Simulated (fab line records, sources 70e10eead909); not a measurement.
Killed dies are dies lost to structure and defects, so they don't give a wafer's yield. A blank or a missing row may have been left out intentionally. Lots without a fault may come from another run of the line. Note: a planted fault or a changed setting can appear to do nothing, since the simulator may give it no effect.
fab line records	flow nand_harc	part 1 of 2: steps 1 to 4 of 6
record lots=24	wafers=72	last_day=33
route steps=1302 shown A_WL_FILL@977 A_CONTACT@1042
lots that met no fault: from a run of the same line without faults
start_h: the number of hours between the record's first day and the start of the first shown wafer of the lot	wait_h: how many hours have passed since the lot's step before this one	" same as the row above	L1.1+2: a single row standing in for several wafers	- no value, or no start given	* or withheld: withheld	< > ~ a bound
route shown NAME@n: names a module that has steps shown in the file, with the first one's number in the route	usual: average and standard deviation across the fault-free wafers	same: alike in all rows	chamber/n: place in a boat	sites: readings site by site	_std_site: the values' standard deviation	_edge_site: outer sites' mean less inner sites'	radius_mm: for every site, how far away it sits from the centre of the wafer	mask NAME#n: copy n	behind: the tool/chamber that last shaped the wafer	hold: what put the lot on hold/how long, in hours/how the hold closed	device: the n, p or np transistor that did not switch	end of line: tests of these same wafers at the route's end	a step with no rows: only its recipe	killed: dies that structure and defects cost at the first sort, which is not the same as the wafer's yield	map: the dies of a wafer, with x for killed, . for not killed, _ for no die there
set.NAME: the setting as run; set.NAME@STEP: as run at that earlier step	model.NAME: the simulator's own value behind a step, which no gauge read
steps of the route over a sample of lots; a table a step, a row a wafer
services: when a tool's chamber went out of use (start_h, in hours from the record's first day, below 0 if earlier), for how many hours, and the reason
## steps
# step NHARC_A_WL_FILL_CMP_12
# recipe t_overpolish_s=30	target_thk_nm=100
# usual motor_current_A=11.9/1.2	overpolish_run_s=30.000/0.01	time_to_endpoint_s=20.2/2.6
lot.wafer	tool	chamber	start_h	wait_h	motor_current_A	overpolish_run_s	time_to_endpoint_s
L074.1	cmp-04	0	477.83	0.2	13.6	30.022	21.3
L074.3	"	1	"	"	13.8	29.978	18.2
L074.5	"	1	"	"	12.8	30.004	18.3
L076.4	cmp-03	0	489.65	0.1	12.2	29.998	19.0
L076.5	"	0	"	"	12.3	30.008	19.2
L076.6	"	1	"	"	11.1	30.001	17.0
L075.2	cmp-04	0	489.67	0.2	13.9	30.020	24.1
L075.4	"	2	"	"	11.5	30.000	23.9
L075.5	"	3	"	"	11.9	29.994	24.3
L078.1	cmp-03	0	521.78	0.1	12.6	29.994	17.2
L078.3	"	2	"	"	14.7	30.000	17.0
L078.6	"	0	"	"	12.4	29.998	17.7
L077.2	cmp-04	1	521.80	0.2	12.9	30.005	20.1
L077.3	"	2	"	"	11.3	30.001	19.0
L077.6	"	1	"	"	13.8	30.013	22.4
L079.4	cmp-03	2	535.50	0.1	15.1	30.004	15.0
L079.1	"	3	"	"	12.1	30.009	16.6
L079.2	"	0	"	"	12.1	29.995	15.4
L080.3	cmp-02	0	538.46	0.1	10.7	29.991	22.7
L080.5	"	3	"	"	11.6	29.991	22.3
L080.6	"	0	"	"	11.3	29.999	19.8
L081.1	cmp-02	0	549.70	0.2	11.3	30.007	19.0
L081.4	"	1	"	"	11.4	30.011	18.6
L081.6	"	3	"	"	10.5	29.996	19.5
L082.1	cmp-04	2	572.01	0.2	10.9	29.996	20.1
L082.2	"	1	"	"	13.2	30.005	18.2
L082.5	"	2	"	"	10.8	29.989	19.7
L083.1	cmp-02	1	572.01	0.1	10.5	29.999	16.5
L083.4	"	0	"	"	10.3	30.007	20.1
L083.5	"	2	"	"	12.7	30.013	20.8
L085.1	cmp-03	2	599.71	0.2	15.3	30.006	16.7
L085.4	"	0	"	"	11.7	29.991	15.4
L085.6	"	2	"	"	15.4	30.004	15.3
L084.3	cmp-02	1	599.81	0.2	10.7	30.016	20.8
L084.1	"	2	"	"	12.8	29.994	23.5
L084.6	"	3	"	"	11.1	30.017	20.7
L086.4	cmp-02	0	612.09	0.1	10.4	29.988	19.7
L086.2	"	1	"	"	10.1	29.987	18.5
L086.6	"	1	"	"	11.0	30.003	18.8
L087.4	cmp-02	0	616.83	0.1	11.0	30.012	16.7
L087.1	"	2	"	"	12.2	29.994	20.3
L087.5	"	0	"	"	10.5	30.000	18.7
L089.1	cmp-02	3	643.70	0.2	11.6	29.993	17.9
L089.2	"	0	"	"	10.8	30.001	15.2
L089.4	"	2	"	"	13.0	29.986	20.9
L090.2	cmp-04	2	648.76	0.1	11.1	30.000	17.9
L090.3	"	1	"	"	13.1	30.002	20.1
L090.5	"	2	"	"	10.6	29.998	18.2
L088.1	cmp-02	2	651.73	0.2	13.6	30.001	20.4
L088.4	"	1	"	"	11.2	29.997	21.6
L088.6	"	2	"	"	12.0	29.972	22.2
L093.1	cmp-03	0	659.76	0.1	11.9	29.979	19.9
L093.4	"	3	"	"	11.2	29.994	19.8
L093.6	"	0	"	"	12.3	30.000	19.1
L092.3	cmp-04	1	659.79	0.1	13.1	30.003	22.2
L092.2	"	3	"	"	11.6	29.985	20.4
L092.5	"	1	"	"	13.2	30.011	19.5
L091.4	cmp-02	1	663.99	0.1	10.3	30.015	21.7
L091.6	"	0	"	"	10.5	29.997	21.7
L091.5	"	1	"	"	10.8	29.999	21.3
L094.2	cmp-04	3	690.62	0.1	12.4	30.009	20.5
L094.3	"	1	"	"	13.6	30.008	19.2
L094.5	"	0	"	"	12.9	30.019	24.4
L095.3	cmp-04	3	693.63	0.1	11.0	30.017	21.0
L095.1	"	1	"	"	12.7	29.993	20.8
L095.6	"	2	"	"	11.1	30.006	22.5
L097.4	cmp-04	1	711.26	0.1	12.8	29.986	19.6
L097.2	"	2	"	"	10.9	29.991	22.3
L097.1	"	3	"	"	11.4	30.011	21.6
L096.2	cmp-02	2	716.11	0.2	12.7	29.985	23.5
L096.6	"	0	"	"	10.9	30.010	21.4
L096.5	"	1	"	"	10.9	30.008	21.1
# step NHARC_A_CONTACT_DESCUM_74
# recipe time_s=3	o2_flow_sccm=200	ar_flow_sccm=0	bias_power_w=0	chemistry=O2
# usual drypump_motor_current_A=6.0/0.46	oes_product_au=0.997/0.0099	rf_vpp_V=57.6/0.87	showerhead_plenum_p_Torr=1.88/0.061	throttle_valve_pct=11.311/0.0095
lot.wafer	tool	chamber	start_h	wait_h	drypump_motor_current_A	oes_product_au	rf_hours_counter_h	rf_vpp_V	showerhead_plenum_p_Torr	throttle_valve_pct
L074.1	rie_diel-08	3	503.34	0.1	6.4	1.011	25	56.8	1.89	11.312
L074.3	"	1	"	"	6.6	0.996	19	56.9	1.88	11.311
L074.5	"	3	"	"	6.5	0.998	-	57.6	1.89	11.297
L076.4	rie_diel-01	0	512.61	0.1	5.7	1.008	46	57.1	1.93	11.310
L076.6	"	3	"	"	5.8	1.012	-	58.5	1.80	11.306
L076.5	"	0	"	"	5.7	1.014	-	57.6	1.93	11.297
L075.2	rie_diel-04	2	512.76	0.1	5.1	1.006	45	57.8	2.04	11.306
L075.4	"	3	"	"	5.5	1.000	38	57.8	1.77	11.309
L075.5	"	2	"	"	5.1	1.002	-	59.1	2.04	11.313
L078.1	rie_diel-08	1	538.62	0.1	6.7	0.979	25	55.9	1.88	11.316
L078.3	"	0	"	"	5.6	1.010	30	58.8	1.85	11.306
L078.6	"	2	"	"	5.7	0.978	-	58.0	1.85	11.316
L077.2	rie_diel-08	0	541.76	0.1	5.6	1.014	31	57.1	1.85	11.303
L077.3	"	1	"	"	6.6	1.003	27	57.5	1.88	11.333
L077.6	"	3	"	"	6.5	0.995	-	57.0	1.89	11.312
L079.1	rie_diel-08	2	558.90	0.1	5.7	0.986	1	58.2	1.85	11.312
L079.2	"	3	"	"	6.5	1.002	1	56.9	1.89	11.315
L079.4	"	0	"	"	5.6	0.999	1	59.4	1.85	11.303
L080.3	rie_diel-08	2	561.00	0.1	5.7	0.982	2	56.7	1.85	11.299
L080.6	"	2	"	"	5.7	0.990	-	57.4	1.85	11.309
L080.5	"	3	"	"	6.4	0.993	-	58.7	1.89	11.306
L081.4	rie_diel-08	3	565.98	0.1	6.5	0.996	4	57.2	1.89	11.326
L081.1	"	1	"	"	6.6	0.990	2	57.3	1.88	11.307
L081.6	"	3	"	"	6.5	0.996	-	58.1	1.89	11.315
L082.1	rie_diel-08	3	589.54	0.1	6.5	1.000	7	57.0	1.88	11.312
L082.2	"	0	"	"	5.6	0.994	6	56.5	1.85	11.297
L082.5	"	0	"	"	5.6	0.999	-	57.7	1.85	11.321
L083.1	rie_diel-01	0	590.23	0.1	5.7	0.999	4	56.9	1.92	11.323
L083.4	"	3	"	"	5.8	1.003	5	56.4	1.79	11.306
L083.5	"	0	"	"	5.7	1.010	-	57.8	1.92	11.328
L084.1	rie_diel-08	1	619.76	0.1	6.6	0.992	11	57.4	1.88	11.306
L084.3	"	3	"	"	6.5	0.997	11	56.4	1.88	11.321
L084.6	"	1	"	"	6.6	0.988	-	58.0	1.88	11.309
L085.4	rie_diel-08	0	620.21	0.1	5.6	1.002	11	59.1	1.85	11.337
L085.1	"	1	"	"	6.6	0.989	11	57.8	1.88	11.328
L085.6	"	3	"	"	6.5	1.007	-	58.6	1.88	11.324
L086.2	rie_diel-08	3	637.05	0.1	6.5	0.993	14	57.8	1.88	11.327
L086.4	"	0	"	"	5.6	0.985	14	57.0	1.85	11.297
L086.6	"	1	"	"	6.6	0.985	-	56.6	1.88	11.323
L087.4	rie_diel-08	1	638.30	0.1	6.7	0.997	15	57.0	1.88	11.314
L087.1	"	3	"	"	6.5	1.001	15	59.5	1.88	11.308
L087.5	"	0	"	"	5.6	1.008	-	56.6	1.85	11.326
L089.1	rie_diel-08	0	663.81	0.1	5.6	0.996	21	58.4	1.85	11.307
L089.2	"	2	"	"	5.7	0.991	21	56.5	1.84	11.314
L089.4	"	3	"	"	6.4	1.010	21	58.5	1.88	11.314
L090.2	rie_diel-04	0	671.63	0.1	6.7	0.998	45	59.3	2.04	11.305
L090.3	"	1	"	"	5.7	0.997	39	58.0	1.87	11.316
L090.5	"	1	"	"	5.7	0.994	-	58.5	1.87	11.311
L088.1	rie_diel-08	0	677.25	0.1	5.6	0.998	24	58.2	1.84	11.302
L088.4	"	2	"	"	5.7	0.980	22	58.3	1.84	11.300
L088.6	"	0	"	"	5.6	1.004	-	58.0	1.84	11.316
L093.1	rie_diel-04	3	685.94	0.1	5.5	0.980	50	57.9	2.06	11.312
L093.4	"	0	"	"	6.7	0.993	48	57.5	2.04	11.313
L093.6	"	1	"	"	5.7	1.004	-	58.8	1.87	11.319
L092.3	rie_diel-01	2	688.24	0.1	5.9	0.996	36	58.5	1.87	11.329
L092.2	"	3	"	"	5.8	1.003	38	58.4	1.78	11.308
L092.5	"	3	"	"	5.8	0.996	-	56.7	1.78	11.322
L091.4	rie_diel-08	2	693.95	0.1	5.7	0.984	25	57.5	1.84	11.309
L091.5	"	2	"	"	5.7	0.985	-	56.8	1.84	11.317
L091.6	"	3	"	"	6.5	1.003	-	57.9	1.88	11.302
L094.3	rie_diel-01	3	707.99	0.1	5.8	1.000	44	56.2	1.78	11.323
L094.2	"	1	"	"	5.5	1.003	31	57.7	1.97	11.300
L094.5	"	2	"	"	5.9	0.988	-	56.1	1.87	11.321
L095.3	rie_diel-01	1	710.39	0.1	5.6	1.004	32	58.6	1.97	11.312
L095.1	"	2	"	"	5.9	1.004	43	56.1	1.87	11.284
L095.6	"	0	"	"	5.7	1.009	-	57.2	1.91	11.303
L097.2	rie_diel-01	0	728.23	0.1	5.7	1.020	48	57.1	1.91	11.295
L097.1	"	3	"	"	5.8	1.010	52	57.2	1.78	11.303
L097.4	"	2	"	"	5.9	1.004	-	57.6	1.86	11.304
L096.2	rie_diel-08	1	733.18	0.1	6.7	1.003	0	58.0	1.87	11.305
L096.5	"	0	"	"	5.6	1.006	-	58.2	1.84	11.291
L096.6	"	1	"	"	6.6	0.999	-	58.4	1.87	11.307
# step NHARC_A_CONTACT_ETCH_130
# recipe source_w=withheld	pressure_mtorr=20	bias_v=3000	time_s=197	target_depth_a=19180	ar_flow_sccm=withheld	c4f8_flow_sccm=withheld	o2_flow_sccm=withheld	chemistry=C4F8/O2/Ar
# usual oes_air_line_au=0.997/0.019
lot.wafer	tool	chamber	start_h	wait_h	oes_air_line_au	rf_hours_counter_h
L074.1	har_cap_etch-02	0	505.98	0.1	1.030	86
L074.3	"	0	"	"	1.018	-
L074.5	"	0	"	"	1.039	-
L075.2	har_cap_etch-03	0	515.47	0.1	0.999	46
L075.4	"	0	"	"	0.958	-
L075.5	"	1	"	"	1.004	-
L076.4	har_cap_etch-02	1	515.68	0.2	1.022	-
L076.5	"	1	"	"	0.995	-
L076.6	"	0	"	"	0.995	-
L078.1	har_cap_etch-03	0	541.25	0.1	0.968	50
L078.3	"	1	"	"	1.015	-
L078.6	"	1	"	"	0.986	-
L077.2	har_cap_etch-02	1	544.38	0.1	0.982	92
L077.3	"	1	"	"	0.965	-
L077.6	"	0	"	"	1.005	-
L079.1	har_cap_etch-03	0	561.71	0.1	0.968	54
L079.2	"	1	"	"	0.992	54
L079.4	"	0	"	"	1.010	-
L080.3	har_cap_etch-01	0	563.70	0.1	0.973	-
L080.5	"	1	"	"	0.991	-
L080.6	"	0	"	"	0.990	-
L081.1	har_cap_etch-02	0	568.62	0.1	0.985	97
L081.4	"	0	"	"	1.003	-
L081.6	"	0	"	"	1.008	-
L082.2	har_cap_etch-02	1	592.16	0.1	0.993	100
L082.1	"	0	"	"	0.978	100
L082.5	"	1	"	"	1.015	-
L083.1	har_cap_etch-03	0	592.96	0.1	1.030	59
L083.4	"	0	"	"	1.031	-
L083.5	"	1	"	"	1.003	-
L084.1	har_cap_etch-02	0	622.60	0.1	0.966	103
L084.3	"	1	"	"	0.987	-
L084.6	"	1	"	"	0.993	-
L085.1	har_cap_etch-03	1	623.24	0.1	1.007	63
L085.4	"	0	"	"	0.964	-
L085.6	"	0	"	"	0.980	-
L086.2	har_cap_etch-02	1	639.65	0.1	0.985	108
L086.4	"	1	"	"	0.992	-
L086.6	"	1	"	"	0.965	-
L087.1	har_cap_etch-03	0	640.92	0.1	0.961	66
L087.4	"	0	"	"	0.957	-
L087.5	"	1	"	"	1.010	-
L089.2	har_cap_etch-03	0	666.44	0.1	0.998	70
L089.1	"	1	"	"	0.989	70
L089.4	"	1	"	"	0.977	-
L090.2	har_cap_etch-01	0	674.25	0.1	0.997	26
L090.3	"	1	"	"	1.002	-
L090.5	"	1	"	"	1.000	-
L088.1	har_cap_etch-02	1	679.87	0.1	1.037	115
L088.4	"	1	"	"	0.996	-
L088.6	"	1	"	"	1.019	-
L093.1	har_cap_etch-01	0	688.58	0.1	0.995	29
L093.4	"	0	"	"	0.992	-
L093.6	"	1	"	"	0.993	-
L092.2	har_cap_etch-02	1	691.24	0.1	0.973	118
L092.3	"	1	"	"	0.984	-
L092.5	"	1	"	"	0.997	-
L091.4	har_cap_etch-01	0	696.62	0.1	1.014	-
L091.5	"	0	"	"	1.001	-
L091.6	"	1	"	"	0.977	-
L094.2	har_cap_etch-01	1	710.74	0.1	1.024	35
L094.3	"	0	"	"	0.993	-
L094.5	"	1	"	"	1.034	-
L095.1	har_cap_etch-03	0	713.00	0.1	0.971	81
L095.3	"	0	"	"	1.016	-
L095.6	"	0	"	"	1.008	-
L097.1	har_cap_etch-01	0	734.77	0.1	1.012	39
L097.2	"	1	"	"	1.010	39
L097.4	"	1	"	"	1.003	-
L096.2	har_cap_etch-03	0	735.90	0.2	0.979	84
L096.5	"	0	"	"	0.964	-
L096.6	"	1	"	"	1.021	-
# step NHARC_A_CONTACT_ETCH_106
# recipe target_depth_a=900	overetch_a=90	time_s=49.5	ion_energy_ev=100	cf4_flow_sccm=80	o2_flow_sccm=20	ar_flow_sccm=0	rf_w=300	bias_w=100	chemistry=CF4/O2
# usual drypump_motor_current_A=5.9/0.47	oes_f_703_au=1.000/0.0046	oes_product_au=0.997/0.011	rf_vpp_V=197.5/1.2	showerhead_plenum_p_Torr=1.32/0.05	throttle_valve_pct=13.397/0.0089
lot.wafer	tool	chamber	start_h	wait_h	drypump_motor_current_A	oes_f_703_au	oes_product_au	rf_hours_counter_h	rf_vpp_V	showerhead_plenum_p_Torr	throttle_valve_pct
L074.1	rie_diel-08	1	507.83	0.0	6.6	1.003	0.992	20	197.3	1.31	13.411
L074.3	"	3	"	"	6.4	1.003	0.994	26	197.6	1.32	13.389
L074.5	"	2	"	"	5.7	1.008	0.978	-	198.0	1.29	13.383
L075.2	rie_diel-04	3	517.30	0.1	5.5	1.000	1.004	40	196.7	1.24	13.378
L075.4	"	0	"	"	6.6	1.001	1.016	45	199.8	1.44	13.388
L075.5	"	2	"	"	5.1	0.995	1.007	-	198.5	1.42	13.390
L076.4	rie_diel-08	0	517.75	0.1	5.6	1.006	1.011	26	196.2	1.29	13.408
L076.6	"	0	"	"	5.6	0.993	1.004	-	198.9	1.29	13.398
L076.5	"	1	"	"	6.7	1.001	1.000	-	197.4	1.31	13.395
L078.1	rie_diel-08	3	543.46	0.1	6.5	0.995	1.000	33	197.6	1.32	13.385
L078.3	"	1	"	"	6.7	1.004	0.977	28	197.3	1.31	13.411
L078.6	"	3	"	"	6.5	0.995	0.999	-	197.2	1.32	13.407
L077.2	rie_diel-04	0	546.47	0.3	6.7	1.002	1.002	0	199.9	1.43	13.407
L077.3	"	2	"	"	5.1	1.005	0.997	0	199.7	1.42	13.393
L077.6	"	0	"	"	6.7	0.996	1.003	-	200.7	1.43	13.394
L079.4	rie_diel-08	2	563.54	0.1	5.7	1.007	0.983	3	197.2	1.29	13.389
L079.2	"	3	"	"	6.5	0.999	1.002	3	198.0	1.32	13.396
L079.1	"	0	"	"	5.6	0.994	0.999	2	197.2	1.29	13.391
L080.3	rie_diel-04	3	565.45	0.1	5.5	1.001	1.007	11	199.6	1.44	13.387
L080.6	"	1	"	"	5.8	0.995	1.015	-	198.0	1.31	13.392
L080.5	"	2	"	"	5.1	0.989	0.998	-	198.9	1.42	13.402
L081.1	rie_diel-08	0	570.48	0.1	5.6	0.996	0.989	3	197.2	1.29	13.400
L081.4	"	1	"	"	6.6	1.000	0.984	3	197.4	1.31	13.403
L081.6	"	0	"	"	5.6	0.996	0.997	-	196.0	1.29	13.402
L082.1	rie_diel-08	3	593.99	0.1	6.5	0.999	1.005	7	196.9	1.31	13.397
L082.2	"	0	"	"	5.6	1.001	1.001	7	196.4	1.29	13.390
L082.5	"	2	"	"	5.7	1.000	0.979	-	198.0	1.29	13.387
L083.1	rie_diel-01	3	594.78	0.1	5.8	0.992	1.002	5	195.8	1.25	13.396
L083.4	"	1	"	"	5.5	1.006	1.002	6	198.9	1.38	13.383
L083.5	"	3	"	"	5.8	1.003	1.013	-	196.2	1.25	13.400
L084.3	rie_diel-08	2	624.41	0.1	5.7	0.995	0.981	12	195.9	1.29	13.402
L084.1	"	3	"	"	6.5	1.005	0.995	13	199.5	1.31	13.404
L084.6	"	1	"	"	6.6	1.010	0.976	-	196.7	1.31	13.395
L085.4	rie_diel-01	3	625.08	0.1	5.8	1.007	1.008	17	195.6	1.25	13.389
L085.1	"	1	"	"	5.6	1.002	0.994	13	199.2	1.38	13.393
L085.6	"	2	"	"	5.9	1.002	0.997	-	196.5	1.31	13.396
L086.4	rie_diel-08	1	641.47	0.1	6.6	1.008	0.992	16	196.9	1.31	13.392
L086.2	"	3	"	"	6.5	0.996	1.000	16	196.6	1.31	13.392
L086.6	"	0	"	"	5.6	1.004	0.990	-	196.7	1.29	13.409
L087.4	rie_diel-08	1	642.77	0.1	6.6	0.994	0.988	16	196.7	1.31	13.391
L087.1	"	2	"	"	5.7	1.007	0.983	16	197.6	1.29	13.401
L087.5	"	1	"	"	6.6	1.006	0.995	-	197.5	1.31	13.406
L089.1	rie_diel-08	2	668.27	0.0	5.7	1.002	0.991	21	194.4	1.29	13.400
L089.2	"	0	"	"	5.6	0.999	1.003	22	198.3	1.29	13.399
L089.4	"	1	"	"	6.6	1.005	1.007	21	197.3	1.31	13.405
L090.2	rie_diel-01	1	676.11	0.1	5.6	1.000	1.007	22	197.1	1.37	13.414
L090.3	"	3	"	"	5.8	0.999	1.004	35	196.0	1.25	13.408
L090.5	"	0	"	"	5.7	0.998	1.010	-	198.2	1.33	13.395
L088.4	rie_diel-04	0	681.71	0.1	6.7	1.000	1.006	47	200.8	1.42	13.396
L088.1	"	1	"	"	5.7	0.997	1.003	42	196.5	1.30	13.403
L088.6	"	3	"	"	5.5	0.997	0.994	-	198.8	1.44	13.396
L093.4	rie_diel-01	3	690.39	0.1	5.8	0.998	1.016	39	195.8	1.25	13.394
L093.1	"	1	"	"	5.6	1.000	1.006	25	197.9	1.37	13.388
L093.6	"	0	"	"	5.7	1.012	1.007	-	198.6	1.33	13.392
L092.3	rie_diel-08	1	693.07	0.1	6.6	1.000	0.991	25	196.1	1.31	13.420
L092.2	"	0	"	"	5.6	0.991	1.004	27	196.1	1.29	13.397
L092.5	"	1	"	"	6.6	0.992	1.001	-	196.5	1.31	13.395
L091.4	rie_diel-08	1	698.44	0.1	6.6	1.000	0.991	28	196.9	1.31	13.401
L091.5	"	1	"	"	6.6	1.003	0.980	-	197.7	1.31	13.400
L091.6	"	2	"	"	5.7	0.997	0.982	-	198.2	1.29	13.409
L094.3	rie_diel-01	0	712.59	0.1	5.7	0.999	1.010	42	197.3	1.33	13.392
L094.2	"	1	"	"	5.5	1.001	1.004	33	199.7	1.37	13.396
L094.5	"	3	"	"	5.7	1.000	0.990	-	197.1	1.24	13.380
L095.3	rie_diel-08	0	714.89	0.1	5.6	1.003	1.004	30	197.6	1.29	13.412
L095.1	"	2	"	"	5.7	0.998	0.978	28	196.9	1.29	13.391
L095.6	"	2	"	"	5.7	0.994	0.986	-	197.1	1.29	13.388
L097.1	rie_diel-04	1	736.64	0.1	5.8	0.989	1.008	8	198.8	1.30	13.386
L097.2	"	2	"	"	5.1	1.001	1.002	8	198.7	1.41	13.394
L097.4	"	2	"	"	5.1	1.004	1.008	-	199.2	1.41	13.384
L096.2	rie_diel-08	1	738.10	0.1	6.6	0.991	1.012	1	196.3	1.31	13.382
L096.5	"	2	"	"	5.7	0.996	0.998	-	196.7	1.28	13.411
L096.6	"	3	"	"	6.5	0.998	0.994	-	196.2	1.31	13.396
